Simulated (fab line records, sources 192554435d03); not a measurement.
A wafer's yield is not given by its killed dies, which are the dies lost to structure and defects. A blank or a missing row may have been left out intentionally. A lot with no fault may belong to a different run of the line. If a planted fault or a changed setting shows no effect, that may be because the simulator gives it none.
Matching of chambers | flow n5-finfet | N5_BEOL_M7_ETCH_62 on rie-diel-04 has 4 sister chambers
The step etches SOC in N2/H2, target depth 110 nm, overetch 22 nm, time 165 s. 4 wafers are shown with their chamber, then 9 later ones without.

## WAFERS WITH THEIR CHAMBER
wafer  | chamber | throttle-valve-pct (%)
L079.1 | 2       | 17.53
L079.4 | 3       | 17.89
L079.5 | 1       | 18.48
L079.6 | 0       | 17.84

## WAFERS WITHOUT THEIR CHAMBER
wafer  | throttle-valve-pct (%)
L081.1 | 17.54
L081.3 | 18.50
L081.6 | 17.54
L083.3 | 18.49
L083.4 | 17.55
L083.5 | 17.84
L090.1 | 17.88
L090.2 | 17.37
L090.6 | 17.38

## WHICH CHAMBER EACH WENT THROUGH
wafer  | from the rows above     | in truth
L081.1 | 2                       | 2
L081.3 | 1                       | 1
L081.6 | 2                       | 2
L083.3 | 1                       | 1
L083.4 | 2                       | 2
L083.5 | can't be placed: 0 or 3 | 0
L090.1 | can't be placed: 3 or 0 | 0
L090.2 | 2                       | 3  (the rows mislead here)
L090.6 | 2                       | 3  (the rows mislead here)
Placed correctly: 5 of 9. Can't be placed from these rows: 2 (the true chamber is among the candidates in 2). 2 placed wrongly.
How it was worked out, from the rows above alone: a wafer's distance from a chamber is the root of the sum, over the readings, of the square of ((its reading less the chamber's mean) divided by the reading's scatter). The wafer belongs to the nearest chamber; if the next one is less than 2 further off, it can't be placed. A chamber's mean is the mean of its shown wafers. The scatter: with one shown wafer a chamber, the root of the mean of the squares of how far each hidden wafer lies from its nearest shown one.
